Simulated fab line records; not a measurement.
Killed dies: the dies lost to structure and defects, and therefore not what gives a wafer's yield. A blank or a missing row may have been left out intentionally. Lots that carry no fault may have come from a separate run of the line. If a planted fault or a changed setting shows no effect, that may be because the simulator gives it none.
Matching of chambers :: flow n5 finfet :: rie diel-02 running N5_BEOL_M0_SAQP_DESCUM_19: 4 sister chambers
The step chemistry O2, time 7.9 s. 4 wafers are shown with their chamber, then 9 later ones without.

## WAFERS, EACH WITH ITS CHAMBER
wafer: L083.2
chamber: 0
showerhead plenum p Torr (Torr): 2.13

wafer: L083.6
chamber: 2
showerhead plenum p Torr (Torr): 2.06

wafer: L086.4
chamber: 3
showerhead plenum p Torr (Torr): 2.07

wafer: L086.5
chamber: 1
showerhead plenum p Torr (Torr): 1.98

## WAFERS MISSING THEIR CHAMBER
wafer: L089.2
showerhead plenum p Torr (Torr): 1.98

wafer: L089.3
showerhead plenum p Torr (Torr): 2.13

wafer: L089.5
showerhead plenum p Torr (Torr): 2.06

wafer: L093.2
showerhead plenum p Torr (Torr): 2.13

wafer: L093.4
showerhead plenum p Torr (Torr): 2.05

wafer: L093.6
showerhead plenum p Torr (Torr): 1.98

wafer: L097.1
showerhead plenum p Torr (Torr): 2.06

wafer: L097.5
showerhead plenum p Torr (Torr): 2.06

wafer: L097.6
showerhead plenum p Torr (Torr): 1.97

## EACH ONE'S CHAMBER
wafer: L089.2
from the rows above: 1
in truth: 1

wafer: L089.3
from the rows above: 0
in truth: 0

wafer: L089.5
from the rows above: 2
in truth: 2

wafer: L093.2
from the rows above: 0
in truth: 0

wafer: L093.4
from the rows above: 2
in truth: 2

wafer: L093.6
from the rows above: 1
in truth: 1

wafer: L097.1
from the rows above: 2
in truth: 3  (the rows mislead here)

wafer: L097.5
from the rows above: 2
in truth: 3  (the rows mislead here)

wafer: L097.6
from the rows above: 1
in truth: 1
7 of 9 placed correctly. Number that these rows cannot place: 0. Placed wrongly: 2.
How it was worked out, from the rows above alone: a wafer's distance from a chamber is the root of the sum, over the readings, of the square of ((its reading less the chamber's mean) divided by the reading's scatter). The wafer belongs to the nearest chamber; if the next one is less than 2 further off, it can't be placed. A chamber's mean is the mean of its shown wafers. The scatter: with one shown wafer a chamber, the root of the mean of the squares of how far each hidden wafer lies from its nearest shown one.
